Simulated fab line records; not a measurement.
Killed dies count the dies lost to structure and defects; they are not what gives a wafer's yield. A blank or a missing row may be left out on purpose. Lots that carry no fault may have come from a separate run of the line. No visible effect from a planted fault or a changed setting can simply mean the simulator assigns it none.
fab line records	flow n5-finfet
record: lots: 24	wafers: 72	last-day: 18
route steps=1938 shown SD_EPI_N@293 SD_ACTIVATION@331 ILD0@335 SDB@369
lots that met no fault: taken from a fault-free run of the same line
start-h: hours from the record's first day to the start of the lot's first wafer shown	wait-h: hours elapsed since this lot's preceding step	" as in the row above	L1.1+2: one row covering several wafers at once	- no value, or no start was given	* or withheld: withheld	< > ~ a bound
route shown NAME@n: NAME is a module with steps in the file, n the number in the route of the first one	usual: average and standard deviation across the fault-free wafers	same: alike in all rows	chamber/n: place in a boat	sites: per-site readings	_std_site: the values' standard deviation	_edge_site: outer sites' mean less inner sites'	radius-mm: how far each site lies from the wafer's centre	mask NAME#n: copy n	behind: the most recent tool/chamber to have shaped the wafer	hold: what put the lot on hold/how long, in hours/how the hold closed	device: which transistor (n, p or np) failed to switch	end of line: the tests these same wafers got at the end of their route	for a step that has no rows: nothing shown but its recipe	killed: dies that structure and defects cost at the first sort, which is not the same as the wafer's yield	map: per-die view of a wafer (x killed, . not killed, _ where there is no die)
set.NAME: the setting that was run; set.NAME@STEP: the one run at that earlier step	model.NAME: the simulator's own value behind a step, which no gauge read
one table for each step of the route and one row for each wafer, over a sample of lots
services: a tool's chamber out of use, with start hour (start-h, from the record's first day; less than 0 if before it), hours out, and reason
== steps ==
step: N5_SD_EPI_N_LINER_46
recipe: material: SiNx	target-thk-a: 30	temp-c: 400	ald-precursor-family: SiH2I2	ald-co-reactant: N2/H2-plasma	pressure-torr: 2
usual: heater-power-w: 815/72	susceptor-temp-C: 399.99/0.22
lot.wafer	tool	chamber	start-h	wait-h	heater-power-w	susceptor-temp-C
L074.3	ald-sin-03	1	54.82	0.1	868	400.08
L074.4	"	0	"	"	825	399.71
L074.5	"	1	"	"	831	399.82
L075.2	ald-sin-02	2	58.24	0.1	743	400.12
L075.3	"	0	"	"	747	400.36
L075.5	"	2	"	"	729	400.12
L076.1	ald-sin-04	3	65.94	1.1	845	399.78
L076.2	"	0	"	"	806	400.22
L076.4	"	1	"	"	735	400.08
L077.4	ald-sin-02	3	72.12	0.1	1026	399.84
L077.5	"	2	"	"	729	399.78
L077.6	"	1	"	"	776	400.28
L078.2	ald-sin-03	1	75.75	0.1	866	399.53
L078.3	"	2	"	"	881	400.13
L078.6	"	1	"	"	867	400.02
L079.2	ald-sin-04	0	83.55	0.1	818	399.91
L079.3	"	0	"	"	806	400.03
L079.4	"	1	"	"	734	400.33
L080.2	ald-sin-03	1	88.76	0.1	861	399.63
L080.4	"	2	"	"	898	399.92
L080.5	"	1	"	"	837	399.38
L081.2	ald-sin-04	3	98.54	0.5	886	400.15
L081.5	"	0	"	"	808	400.13
L081.6	"	1	"	"	740	399.66
L082.1	ald-sin-02	0	103.62	0.2	739	399.96
L082.2	"	2	"	"	692	400.09
L082.6	"	2	"	"	703	399.99
L083.4	ald-sin-04	1	106.63	0.1	739	400.08
L083.5	"	0	"	"	791	400.04
L083.6	"	1	"	"	738	400.09
L084.2	ald-sin-02	0	116.83	0.7	750	399.87
L084.4	"	1	"	"	848	400.15
L084.6	"	1	"	"	799	400.39
L085.1	ald-sin-04	0	120.00	0.3	797	399.77
L085.4	"	1	"	"	755	399.85
L085.5	"	0	"	"	795	400.12
L086.1	ald-sin-02	1	126.34	0.2	816	400.12
L086.4	"	3	"	"	960	400.40
L086.6	"	0	"	"	752	399.99
L087.1	ald-sin-02	1	133.49	0.6	802	399.87
L087.2	"	0	"	"	753	399.65
L087.3	"	3	"	"	928	400.10
L088.1	ald-sin-03	2	136.61	0.9	893	399.97
L088.3	"	1	"	"	851	399.75
L088.4	"	0	"	"	841	399.77
L089.4	ald-sin-04	2	143.76	0.1	853	400.28
L089.5	"	1	"	"	759	400.20
L089.6	"	0	"	"	817	400.06
L090.1	ald-sin-04	3	149.38	0.2	866	399.87
L090.2	"	2	"	"	875	399.78
L090.3	"	1	"	"	751	400.25
L091.1	ald-sin-04	0	153.98	0.2	813	400.35
L091.3	"	1	"	"	764	399.90
L091.6	"	0	"	"	788	400.20
L092.1	ald-sin-02	1	163.87	0.2	840	400.00
L092.4	"	0	"	"	750	399.60
L092.5	"	3	"	"	950	400.22
L093.1	ald-sin-04	2	170.01	0.3	868	400.32
L093.4	"	0	"	"	791	400.03
L093.6	"	1	"	"	757	400.18
L094.2	ald-sin-04	2	174.21	0.1	869	400.20
L094.3	"	3	"	"	903	399.92
L094.6	"	1	"	"	768	400.04
L095.2	ald-sin-04	2	182.84	0.3	869	399.79
L095.4	"	1	"	"	763	400.05
L095.5	"	1	"	"	751	400.18
L096.3	ald-sin-02	0	192.31	0.2	766	399.79
L096.4	"	2	"	"	696	399.96
L096.6	"	2	"	"	699	399.78
L097.2	ald-sin-04	1	193.19	0.4	746	400.25
L097.3	"	3	"	"	871	399.68
L097.5	"	0	"	"	808	400.12
step: N5_SD_ACTIVATION_LSA_01
recipe: temp-c: 1080	time-s: 0.0008	ambient: N2
usual: wafer_temp_C_max: 1084.0/0.85
same: time-s: 0.0008
lot.wafer	tool	chamber	start-h	wait-h	wafer_temp_C_max
L074.3	laser-anneal-01	0	59.58	0.2	1084.1
L074.4	"	0	"	"	1084.5
L074.5	"	0	"	"	1084.7
L075.2	laser-anneal-02	0	63.16	0.2	1085.2
L075.3	"	0	"	"	1083.8
L075.5	"	0	"	"	1086.2
L076.1	laser-anneal-01	0	70.67	0.2	1083.5
L076.2	"	0	"	"	1082.2
L076.4	"	0	"	"	1083.8
L077.4	laser-anneal-02	0	77.75	0.2	1083.1
L077.5	"	0	"	"	1085.7
L077.6	"	0	"	"	1084.3
L078.2	laser-anneal-01	0	81.25	0.2	1084.6
L078.3	"	0	"	"	1083.8
L078.6	"	0	"	"	1083.8
L079.2	laser-anneal-02	0	89.44	0.2	1085.5
L079.3	"	0	"	"	1083.4
L079.4	"	0	"	"	1082.2
L080.2	laser-anneal-01	0	93.40	0.2	1085.1
L080.4	"	0	"	"	1083.4
L080.5	"	0	"	"	1083.4
L081.2	laser-anneal-02	0	103.82	0.2	1083.8
L081.5	"	0	"	"	1083.6
L081.6	"	0	"	"	1086.9
L082.1	laser-anneal-01	0	108.38	0.2	1083.9
L082.2	"	0	"	"	1083.3
L082.6	"	0	"	"	1082.3
L083.4	laser-anneal-02	0	111.55	0.2	1083.9
L083.5	"	0	"	"	1083.0
L083.6	"	0	"	"	1083.5
L084.2	laser-anneal-01	0	121.59	0.2	1082.8
L084.4	"	0	"	"	1083.8
L084.6	"	0	"	"	1083.8
L085.1	laser-anneal-02	0	125.03	0.2	1084.3
L085.4	"	0	"	"	1084.1
L085.5	"	0	"	"	1082.5
L086.1	laser-anneal-01	0	130.90	0.2	1083.7
L086.4	"	0	"	"	1083.5
L086.6	"	0	"	"	1083.4
L087.1	laser-anneal-02	0	139.39	0.2	1084.3
L087.2	"	0	"	"	1084.5
L087.3	"	0	"	"	1084.7
L088.1	laser-anneal-01	0	141.17	0.2	1083.6
L088.3	"	0	"	"	1082.2
L088.4	"	0	"	"	1083.3
L089.4	laser-anneal-02	0	148.63	0.2	1084.3
L089.5	"	0	"	"	1084.0
L089.6	"	0	"	"	1084.7
L090.1	laser-anneal-01	0	154.64	0.2	1084.4
L090.2	"	0	"	"	1084.4
L090.3	"	0	"	"	1084.8
L091.1	laser-anneal-02	0	158.59	0.2	1084.7
L091.3	"	0	"	"	1083.8
L091.6	"	0	"	"	1084.3
L092.1	laser-anneal-01	0	168.63	0.2	1083.6
L092.4	"	0	"	"	1083.7
L092.5	"	0	"	"	1085.2
L093.1	laser-anneal-02	0	174.96	0.2	1084.1
L093.4	"	0	"	"	1084.3
L093.6	"	0	"	"	1085.2
L094.2	laser-anneal-01	0	178.81	0.2	1083.7
L094.3	"	0	"	"	1082.8
L094.6	"	0	"	"	1084.0
L095.2	laser-anneal-02	0	189.17	0.2	1083.4
L095.4	"	0	"	"	1084.2
L095.5	"	0	"	"	1084.8
L096.3	laser-anneal-01	0	197.77	0.2	1084.2
L096.4	"	0	"	"	1083.9
L096.6	"	0	"	"	1086.2
L097.2	laser-anneal-02	0	198.61	0.2	1083.5
L097.3	"	0	"	"	1084.9
L097.5	"	0	"	"	1085.8
step: N5_ILD0_LINER_00
recipe: material: SiNx	target-thk-a: 40	temp-c: 400	ald-precursor-family: SiH2I2	ald-co-reactant: N2/H2-plasma	pulse-time-s: 1	purge-time-s: 2	co-reactant-purge-time-s: 2	ald-cycles: 80	pressure-torr: 2
usual: heater-power-w: 834/93	precursor-pulse-height-rel: 0.999/0.022	susceptor-temp-C: 399.95/0.21
lot.wafer	tool	chamber	start-h	wait-h	heater-power-w	precursor-pulse-height-rel	susceptor-temp-C
L074.3	ald-sin-01	2	60.08	0.0	715	0.997	399.88
L074.4	"	3	"	"	938	0.948	400.07
L074.5	"	0	"	"	939	0.985	400.19
L075.2	ald-sin-02	3	63.69	0.0	1003	1.048	400.07
L075.3	"	2	"	"	720	1.009	399.90
L075.5	"	3	"	"	1018	1.010	399.49
L076.1	ald-sin-03	1	71.24	0.0	833	0.989	399.87
L076.2	"	0	"	"	830	0.990	400.05
L076.4	"	2	"	"	878	0.999	400.22
L077.4	ald-sin-01	0	78.22	0.0	970	0.968	399.96
L077.5	"	2	"	"	698	0.983	399.72
L077.6	"	3	"	"	967	0.974	399.77
L078.2	ald-sin-02	2	81.79	0.0	722	0.955	399.85
L078.3	"	1	"	"	786	0.968	399.79
L078.6	"	0	"	"	736	0.999	399.81
L079.2	ald-sin-03	0	90.29	0.3	840	1.013	399.86
L079.3	"	2	"	"	880	1.011	399.61
L079.4	"	3	"	"	760	0.932	400.00
L080.2	ald-sin-03	3	94.01	0.1	770	1.021	400.23
L080.4	"	0	"	"	822	1.015	399.88
L080.5	"	0	"	"	834	0.981	400.11
L081.2	ald-sin-02	3	104.35	0.0	957	1.020	400.03
L081.5	"	1	"	"	801	1.013	399.75
L081.6	"	2	"	"	697	1.021	399.89
L082.1	ald-sin-03	2	108.95	0.0	886	1.011	399.79
L082.2	"	3	"	"	757	1.007	399.93
L082.6	"	1	"	"	853	0.993	399.63
L083.4	ald-sin-02	0	112.02	0.0	742	1.009	399.76
L083.5	"	3	"	"	955	1.012	399.90
L083.6	"	2	"	"	705	0.981	399.72
L084.2	ald-sin-01	2	122.12	0.0	726	0.987	399.94
L084.4	"	3	"	"	931	1.001	400.03
L084.6	"	0	"	"	970	0.974	399.77
L085.1	ald-sin-01	2	125.59	0.0	727	0.978	400.18
L085.4	"	0	"	"	955	1.047	400.04
L085.5	"	0	"	"	958	0.983	400.24
L086.1	ald-sin-02	0	131.47	0.0	747	1.022	399.89
L086.4	"	1	"	"	828	0.986	399.87
L086.6	"	2	"	"	707	0.989	399.91
L087.1	ald-sin-02	2	139.97	0.0	712	1.021	399.90
L087.2	"	1	"	"	793	1.022	400.19
L087.3	"	3	"	"	936	0.966	399.94
L088.1	ald-sin-03	2	141.74	0.0	882	1.009	399.95
L088.3	"	0	"	"	815	1.019	400.23
L088.4	"	1	"	"	885	0.990	400.10
L089.4	ald-sin-01	2	149.10	0.0	741	1.029	400.38
L089.5	"	2	"	"	710	1.010	399.76
L089.6	"	3	"	"	970	1.038	400.48
L090.1	ald-sin-01	0	155.21	0.0	956	1.009	399.84
L090.2	"	3	"	"	973	1.024	400.00
L090.3	"	2	"	"	731	0.994	399.67
L091.1	ald-sin-03	0	159.16	0.0	844	1.007	399.93
L091.3	"	2	"	"	872	0.968	400.53
L091.6	"	2	"	"	881	0.984	400.17
L092.1	ald-sin-02	3	169.44	0.3	943	0.992	400.31
L092.4	"	1	"	"	823	0.999	399.87
L092.5	"	3	"	"	960	0.991	400.06
L093.1	ald-sin-03	0	175.53	0.0	848	1.026	400.15
L093.4	"	3	"	"	733	0.986	400.13
L093.6	"	2	"	"	899	1.006	399.99
L094.2	ald-sin-02	0	179.77	0.5	750	1.008	400.02
L094.3	"	3	"	"	929	0.983	400.04
L094.6	"	3	"	"	955	0.994	400.06
L095.2	ald-sin-03	2	189.70	0.0	883	1.008	399.94
L095.4	"	0	"	"	850	1.008	399.74
L095.5	"	2	"	"	901	1.007	399.96
L096.3	ald-sin-03	0	198.88	0.6	840	1.016	399.75
L096.4	"	3	"	"	747	1.003	399.97
L096.6	"	0	"	"	862	0.991	399.67
L097.2	ald-sin-02	0	199.15	0.0	766	0.979	400.35
L097.3	"	2	"	"	708	1.011	400.00
L097.5	"	0	"	"	745	0.986	399.90
step: N5_ILD0_CMP_03
recipe: stop-on: SiNx	t-overpolish-s: 1.9	post-cmp-clean: alkaline-brush	down-force-psi: 4.1491	platen-rpm: 51.796	pad-velocity-m-s: 1.0306	target-thk-nm: 197.38
usual: motor-current-A: 11.7/1.2	overpolish-run-s: 1.899/0.0089	slurry-flow-ml-min: 150.0/0.44	time-to-endpoint-s: 71/4.1
lot.wafer	tool	chamber	start-h	wait-h	motor-current-A	overpolish-run-s	slurry-flow-ml-min	time-to-endpoint-s
L074.4	cmp-04	1	62.50	0.1	13.2	1.890	150.1	72
L074.3	"	2	"	"	11.0	1.906	151.3	66
L074.5	"	0	"	"	11.7	1.890	150.4	67
L075.3	cmp-02	1	66.06	0.0	11.0	1.903	149.8	69
L075.2	"	0	"	"	12.6	1.897	150.2	69
L075.5	"	2	"	"	9.1	1.897	150.6	66
L076.1	cmp-02	1	73.60	0.0	10.6	1.880	149.8	65
L076.4	"	2	"	"	9.9	1.918	150.1	68
L076.2	"	0	"	"	12.4	1.906	149.9	64
L077.4	cmp-04	3	80.62	0.1	12.7	1.900	149.9	74
L077.6	"	2	"	"	10.9	1.902	149.4	67
L077.5	"	3	"	"	13.0	1.897	149.5	76
L078.2	cmp-01	0	84.15	0.0	11.7	1.915	150.3	70
L078.3	"	3	"	"	11.9	1.915	150.8	70
L078.6	"	1	"	"	13.4	1.898	150.5	73
L079.3	cmp-02	1	92.69	0.1	11.2	1.900	150.4	73
L079.4	"	2	"	"	9.5	1.902	150.1	74
L079.2	"	3	"	"	11.4	1.885	149.7	77
L080.4	cmp-01	0	96.45	0.1	11.9	1.897	150.3	70
L080.2	"	1	"	"	13.1	1.902	149.8	71
L080.5	"	2	"	"	13.5	1.899	149.5	70
L081.2	cmp-01	2	107.49	0.1	13.4	1.902	150.7	71
L081.5	"	3	"	"	11.4	1.904	149.6	69
L081.6	"	0	"	"	11.3	1.903	150.0	70
L082.1	cmp-04	1	111.32	0.0	14.1	1.904	150.0	72
L082.2	"	0	"	"	11.9	1.898	150.2	67
L082.6	"	2	"	"	10.7	1.895	149.8	66
L083.4	cmp-04	2	114.50	0.1	10.9	1.914	149.3	65
L083.6	"	3	"	"	12.2	1.892	149.7	74
L083.5	"	0	"	"	10.9	1.892	150.4	67
L084.4	cmp-04	0	124.53	0.1	11.6	1.895	149.1	66
L084.2	"	1	"	"	13.6	1.911	150.1	75
L084.6	"	3	"	"	13.7	1.889	150.3	72
L085.4	cmp-02	2	127.96	0.0	9.6	1.912	149.6	74
L085.1	"	0	"	"	11.6	1.884	149.6	69
L085.5	"	3	"	"	12.0	1.902	149.2	78
L086.1	cmp-04	1	133.91	0.1	13.6	1.898	149.4	68
L086.4	"	2	"	"	10.6	1.888	150.0	65
L086.6	"	3	"	"	12.9	1.890	150.2	71
L087.2	cmp-02	1	142.39	0.1	11.2	1.911	149.4	72
L087.3	"	2	"	"	10.0	1.903	150.3	72
L087.1	"	3	"	"	11.5	1.900	150.1	76
L088.3	cmp-04	3	144.10	0.0	12.7	1.914	150.2	69
L088.1	"	0	"	"	11.5	1.905	150.0	64
L088.4	"	2	"	"	11.0	1.904	149.3	63
L089.4	cmp-02	2	151.50	0.1	8.8	1.913	150.3	68
L089.6	"	1	"	"	10.7	1.898	150.2	72
L089.5	"	2	"	"	9.5	1.915	150.4	72
L090.3	cmp-02	2	157.59	0.0	9.7	1.896	149.8	72
L090.2	"	0	"	"	12.2	1.906	151.1	74
L090.1	"	1	"	"	11.1	1.892	150.1	69
L091.3	cmp-01	0	161.60	0.1	11.7	1.911	149.6	74
L091.1	"	1	"	"	11.8	1.908	150.6	75
L091.6	"	3	"	"	11.6	1.892	150.3	76
L092.4	cmp-01	2	171.84	0.1	13.2	1.892	149.9	76
L092.1	"	3	"	"	11.8	1.904	149.5	72
L092.5	"	1	"	"	12.6	1.894	149.9	77
L093.4	cmp-04	3	177.93	0.1	12.3	1.909	149.8	71
L093.1	"	0	"	"	11.5	1.887	150.0	63
L093.6	"	2	"	"	11.1	1.901	150.3	62
L094.2	cmp-02	2	182.90	0.0	9.6	1.905	150.7	70
L094.3	"	3	"	"	11.9	1.890	150.1	74
L094.6	"	2	"	"	9.7	1.889	149.8	68
L095.4	cmp-01	2	192.14	0.1	13.9	1.899	150.3	80
L095.2	"	3	"	"	11.9	1.910	150.0	76
L095.5	"	1	"	"	12.0	1.891	150.2	78
L097.3	cmp-02	3	201.59	0.1	11.5	1.887	149.6	71
L097.2	"	0	"	"	12.3	1.897	148.9	65
L097.5	"	2	"	"	9.8	1.906	149.8	64
L096.3	cmp-04	2	202.62	0.1	10.9	1.901	149.7	65
L096.4	"	3	"	"	12.3	1.903	149.7	71
L096.6	"	0	"	"	12.1	1.900	150.1	66
step: N5_SDB_CUT_ETCH_26
recipe: chemistry: HBr/Cl2/O2	target: Si	target-depth-a: 1296	bt-time-s: 20	mask-material: SiNx	time-s: 51.8	ion-energy-ev: *	bias-w: *	pressure-mtorr: 10	icp-w: 800	HBr_flow_sccm: 150	Cl2_flow_sccm: 80	O2_flow_sccm: 12
usual: HBr_flow_sccm: 150.0/0.48	bias-w: *	drypump-motor-current-A: 6.0/0.36	he-backside-leak-sccm: 2.8/0.32	mfc-cl2-sccm: 80.01/0.25	oes-product-au: 0.998/0.014	throttle-valve-pct: 37.12/0.27
same: bt-time-s: 20	time-s: 51.8
lot.wafer	tool	chamber	start-h	wait-h	HBr_flow_sccm	bias-w	drypump-motor-current-A	he-backside-leak-sccm	mfc-cl2-sccm	oes-product-au	rf-hours-counter-h	throttle-valve-pct
L074.3	rie-si-03	3	67.38	0.1	149.8	*	5.8	2.6	80.02	0.979	100	37.45
L074.4	"	1	"	"	150.1	*	6.2	2.4	80.13	0.999	25	37.33
L074.5	"	1	"	"	149.5	*	6.2	2.4	79.90	1.005	-	37.33
L075.2	rie-si-06	0	71.13	0.1	151.1	*	6.0	2.9	79.56	1.022	93	36.89
L075.3	"	2	"	"	148.6	*	6.3	2.6	79.90	1.013	120	37.09
L075.5	"	0	"	"	150.7	*	6.0	2.7	79.89	1.027	-	36.89
L076.1	rie-si-06	0	78.52	0.1	150.3	*	6.1	2.6	79.93	1.022	94	36.90
L076.2	"	1	"	"	149.6	*	6.5	2.8	79.81	0.982	8	36.85
L076.4	"	2	"	"	149.9	*	6.3	2.7	79.78	1.004	121	37.07
L077.4	rie-si-06	2	86.06	0.1	149.8	*	6.3	2.7	80.12	1.002	121	37.08
L077.5	"	3	"	"	150.0	*	5.6	3.1	80.47	0.997	-	36.92
L077.6	"	2	"	"	149.5	*	6.3	2.5	79.73	1.007	-	37.08
L078.2	rie-si-06	2	89.33	0.1	149.8	*	6.3	2.6	80.26	1.005	121	37.09
L078.3	"	0	"	"	149.4	*	6.0	2.8	79.83	1.016	94	36.88
L078.6	"	1	"	"	149.9	*	6.5	5.4	79.99	0.982	-	36.85
L079.2	rie-si-06	0	97.71	0.1	149.5	*	6.0	2.9	80.16	1.022	94	36.88
L079.3	"	3	"	"	149.2	*	5.6	3.2	80.50	0.994	180	36.89
L079.4	"	2	"	"	149.5	*	6.3	2.7	80.05	1.005	121	37.09
L080.2	rie-si-03	0	102.34	0.1	150.4	*	6.1	2.8	79.84	0.990	99	37.63
L080.4	"	3	"	"	150.6	*	5.8	2.7	80.24	0.974	100	37.46
L080.5	"	0	"	"	150.2	*	6.0	2.9	80.23	0.985	-	37.61
L081.2	rie-si-06	3	113.43	0.1	150.2	*	5.7	2.9	80.31	0.995	181	36.91
L081.5	"	2	"	"	150.5	*	6.3	2.8	80.21	1.006	-	37.09
L081.6	"	1	"	"	149.3	*	6.4	2.8	80.05	0.988	-	36.85
L082.1	rie-si-03	2	116.63	0.1	150.0	*	5.4	2.7	80.14	0.984	110	37.39
L082.2	"	3	"	"	150.1	*	5.7	2.7	79.82	0.981	101	37.45
L082.6	"	0	"	"	149.9	*	6.1	2.9	79.97	0.989	-	37.61
L083.4	rie-si-05	1	119.81	0.1	149.6	*	5.5	2.7	80.10	0.976	9	37.04
L083.5	"	0	"	"	150.0	*	5.8	3.0	79.82	1.020	-	36.89
L083.6	"	3	"	"	150.1	*	5.5	2.5	79.98	0.996	-	37.46
L084.2	rie-si-06	2	131.29	0.1	151.0	*	6.3	2.6	79.94	0.994	122	37.07
L084.4	"	0	"	"	149.8	*	6.0	2.7	79.73	1.021	94	36.90
L084.6	"	3	"	"	150.4	*	5.6	3.1	79.64	0.990	-	36.90
L085.1	rie-si-06	2	134.43	0.1	151.0	*	6.3	2.6	80.30	1.009	122	37.09
L085.4	"	1	"	"	149.9	*	6.4	2.9	79.85	0.990	9	36.86
L085.5	"	3	"	"	149.9	*	5.6	3.2	80.08	0.993	-	36.90
L086.1	rie-si-06	1	142.42	0.1	149.8	*	6.5	3.1	79.81	0.997	9	36.87
L086.4	"	2	"	"	150.5	*	6.3	2.9	79.90	0.999	122	37.08
L086.6	"	3	"	"	150.3	*	5.6	3.1	79.63	0.993	-	36.90
L087.1	rie-si-03	3	147.94	0.1	150.2	*	5.7	2.7	79.86	0.973	101	37.45
L087.2	"	2	"	"	149.9	*	5.4	2.5	79.95	0.991	111	37.39
L087.3	"	0	"	"	150.7	*	6.1	3.1	79.70	0.978	100	37.62
L088.1	rie-si-06	3	149.24	0.1	149.2	*	5.6	3.0	80.03	1.001	181	36.91
L088.3	"	2	"	"	150.8	*	6.2	2.6	79.86	1.012	122	37.10
L088.4	"	0	"	"	150.4	*	6.0	2.4	80.13	1.018	95	36.90
L089.4	rie-si-05	0	156.66	0.1	149.3	*	5.8	3.1	80.32	1.021	165	36.90
L089.5	"	2	"	"	150.3	*	6.5	2.7	80.07	0.992	-	37.55
L089.6	"	3	"	"	149.7	*	5.5	2.5	79.54	1.006	-	37.46
L090.1	rie-si-06	3	162.64	0.1	149.2	*	5.6	3.2	80.08	0.998	182	36.89
L090.2	"	0	"	"	150.0	*	6.0	2.5	80.34	1.019	95	36.89
L090.3	"	1	"	"	149.9	*	6.5	3.2	79.82	0.985	10	36.85
L091.1	rie-si-06	0	166.63	0.1	149.3	*	6.0	2.6	80.32	1.025	95	36.88
L091.3	"	3	"	"	149.7	*	5.6	3.3	80.11	0.990	182	36.92
L091.6	"	2	"	"	149.5	*	6.3	2.5	79.81	1.008	-	37.09
L092.1	rie-si-05	3	176.86	0.1	150.6	*	5.5	2.5	79.98	0.987	152	37.47
L092.4	"	1	"	"	149.7	*	5.5	2.8	79.90	0.969	10	37.03
L092.5	"	2	"	"	149.2	*	6.5	2.8	80.14	0.997	-	37.55
L093.1	rie-si-05	0	183.31	0.1	150.5	*	5.8	3.1	80.09	1.028	165	36.90
L093.4	"	1	"	"	150.4	*	5.5	2.8	79.86	0.980	10	37.01
L093.6	"	0	"	"	150.5	*	5.8	3.0	79.96	1.024	-	36.90
L094.2	rie-si-05	2	187.97	0.1	149.9	*	6.5	2.6	80.28	1.004	191	37.55
L094.3	"	3	"	"	150.6	*	5.5	2.5	79.94	0.998	152	37.45
L094.6	"	2	"	"	149.9	*	6.5	2.7	79.84	0.994	-	37.56
L095.2	rie-si-06	2	197.37	0.1	149.4	*	6.3	2.6	79.91	1.006	123	37.09
L095.4	"	3	"	"	149.7	*	5.6	3.1	80.11	0.989	182	36.90
L095.5	"	3	"	"	150.2	*	5.6	3.0	79.81	0.988	-	36.90
L097.2	rie-si-05	1	207.00	0.1	149.9	*	5.5	2.8	80.22	0.981	11	37.03
L097.3	"	0	"	"	150.2	*	5.8	3.0	79.72	1.026	166	36.89
L097.5	"	3	"	"	149.9	*	5.5	2.6	80.62	1.001	-	37.47
L096.3	rie-si-03	3	207.78	0.1	149.2	*	5.7	2.5	80.53	0.983	102	37.42
L096.4	"	2	"	"	150.6	*	5.4	2.7	80.14	0.985	112	37.39
L096.6	"	1	"	"	150.3	*	6.2	2.3	79.72	1.002	-	37.32
step: N5_SDB_ALD_29
recipe: material: SiNx	target-thk-a: 300	temp-c: 400	ald-precursor-family: SiH2I2	ald-co-reactant: N2/H2-plasma	pulse-time-s: 1	ald-cycles: 600	purge-time-s: 2	co-reactant-purge-time-s: 2	pressure-torr: 2
usual: heater-power-w: 824/79	precursor-pulse-height-rel: 0.999/0.021	susceptor-temp-C: 399.99/0.21
lot.wafer	tool	chamber	start-h	wait-h	heater-power-w	precursor-pulse-height-rel	susceptor-temp-C
L074.3	ald-sin-04	1	67.57	0.0	746	0.971	399.77
L074.4	"	0	"	"	803	1.005	399.81
L074.5	"	2	68.92	1.4	841	1.023	399.78
L075.2	ald-sin-04	2	71.65	0.4	838	0.995	399.60
L075.3	"	1	"	"	771	0.991	399.88
L075.5	"	0	73.00	1.7	811	1.003	399.78
L076.1	ald-sin-01	1	78.71	0.0	817	1.033	400.26
L076.2	"	2	"	"	711	0.985	400.05
L076.4	"	0	"	"	943	0.987	400.24
L077.4	ald-sin-04	1	87.59	1.4	766	0.991	400.00
L077.5	"	0	"	"	801	1.006	399.95
L077.6	"	3	"	"	863	0.934	399.73
L078.2	ald-sin-01	1	89.51	0.0	826	1.008	400.08
L078.3	"	3	"	"	951	1.046	400.41
L078.6	"	2	90.86	1.4	732	1.011	399.98
L079.2	ald-sin-02	3	99.25	1.4	957	0.967	400.40
L079.3	"	1	"	"	830	1.008	400.01
L079.4	"	2	"	"	707	0.984	399.61
L080.2	ald-sin-01	1	102.53	0.0	836	0.980	399.94
L080.4	"	3	"	"	926	0.996	399.64
L080.5	"	2	103.88	1.4	712	1.012	399.63
L081.2	ald-sin-02	2	114.13	0.5	713	0.982	399.94
L081.5	"	1	115.48	1.9	790	1.030	399.77
L081.6	"	0	"	"	754	0.998	399.75
L082.1	ald-sin-04	3	117.30	0.5	894	0.981	400.21
L082.2	"	2	"	"	856	1.013	400.11
L082.6	"	0	118.65	1.9	814	1.003	399.81
L083.4	ald-sin-04	1	120.22	0.3	758	0.999	399.84
L083.5	"	0	121.57	1.6	809	1.043	400.00
L083.6	"	3	"	"	842	1.002	399.98
L084.2	ald-sin-04	1	131.90	0.5	763	1.015	400.14
L084.4	"	3	"	"	901	1.020	400.12
L084.6	"	1	133.26	1.8	759	1.013	400.04
L085.1	ald-sin-04	0	134.62	0.0	814	0.985	400.41
L085.4	"	3	"	"	875	0.993	400.00
L085.5	"	2	135.97	1.4	853	0.955	399.89
L086.1	ald-sin-02	0	142.60	0.0	754	0.985	399.90
L086.4	"	3	"	"	930	0.989	399.95
L086.6	"	1	143.96	1.4	808	0.966	400.20
L087.1	ald-sin-02	1	148.21	0.1	823	0.988	400.19
L087.2	"	0	"	"	755	0.990	399.90
L087.3	"	3	"	"	962	1.022	400.09
L088.1	ald-sin-01	1	149.50	0.1	822	1.039	399.91
L088.3	"	0	"	"	958	0.986	399.83
L088.4	"	3	"	"	947	1.004	400.00
L089.4	ald-sin-02	0	156.98	0.2	740	0.981	400.00
L089.5	"	3	158.34	1.5	952	0.972	400.08
L089.6	"	0	"	"	756	0.978	400.19
L090.1	ald-sin-04	0	162.82	0.0	820	0.997	400.00
L090.2	"	2	"	"	855	1.019	399.98
L090.3	"	1	"	"	762	0.980	399.66
L091.1	ald-sin-01	2	166.88	0.1	718	0.990	400.03
L091.3	"	1	"	"	823	1.022	400.03
L091.6	"	3	168.23	1.4	985	1.013	400.02
L092.1	ald-sin-04	0	177.62	0.6	818	0.986	400.08
L092.4	"	1	"	"	749	1.018	400.00
L092.5	"	0	178.98	2.0	803	1.011	399.99
L093.1	ald-sin-04	1	183.49	0.0	752	1.016	400.39
L093.4	"	3	"	"	868	1.012	400.21
L093.6	"	2	184.84	1.4	886	1.027	400.04
L094.2	ald-sin-02	0	188.15	0.0	776	1.025	399.92
L094.3	"	1	"	"	846	0.981	399.69
L094.6	"	2	189.51	1.4	707	1.033	399.92
L095.2	ald-sin-01	3	198.95	1.4	925	1.042	400.20
L095.4	"	2	"	"	702	0.984	400.01
L095.5	"	1	200.30	2.8	790	1.014	399.74
L097.2	ald-sin-01	0	207.22	0.1	939	0.987	399.91
L097.3	"	2	"	"	691	1.017	400.24
L097.5	"	1	208.57	1.4	795	0.999	400.27
L096.3	ald-sin-04	3	207.96	0.0	896	0.996	399.57
L096.4	"	0	"	"	815	0.996	400.17
L096.6	"	3	209.31	1.4	886	0.975	400.16
== services ==
tool	chamber	start-h	hours	kind
cmp-02	-	36.04	1.5	repair
cmp-04	-	37.50	4.4	pm
cmp-02	-	43.29	0.5	repair
cmp-02	-	60.17	4.0	pm
cmp-04	-	69.77	5.2	pm
ald-sin-04	3	78.90	5.6	repair
cmp-04	-	79.54	0.7	repair
ald-sin-04	2	82.36	6.0	repair
ald-sin-02	-	85.25	14.0	pm
laser-anneal-01	-	93.78	2.0	pm
cmp-02	-	95.02	0.8	repair
cmp-04	-	107.29	1.2	repair
cmp-04	-	119.98	2.2	repair
cmp-04	-	128.44	4.0	pm
laser-anneal-01	-	135.84	2.4	repair
ald-sin-03	1	155.05	4.3	repair
ald-sin-04	3	161.32	9.1	repair
cmp-02	-	161.40	8.3	pm
ald-sin-01	-	178.60	14.0	pm
cmp-04	-	185.04	3.2	repair
rie-si-06	1	188.39	2.6	repair
cmp-02	-	201.77	6.7	pm
rie-si-06	3	203.63	4.5	repair
cmp-02	-	209.12	0.2	repair
== key ==
fault none
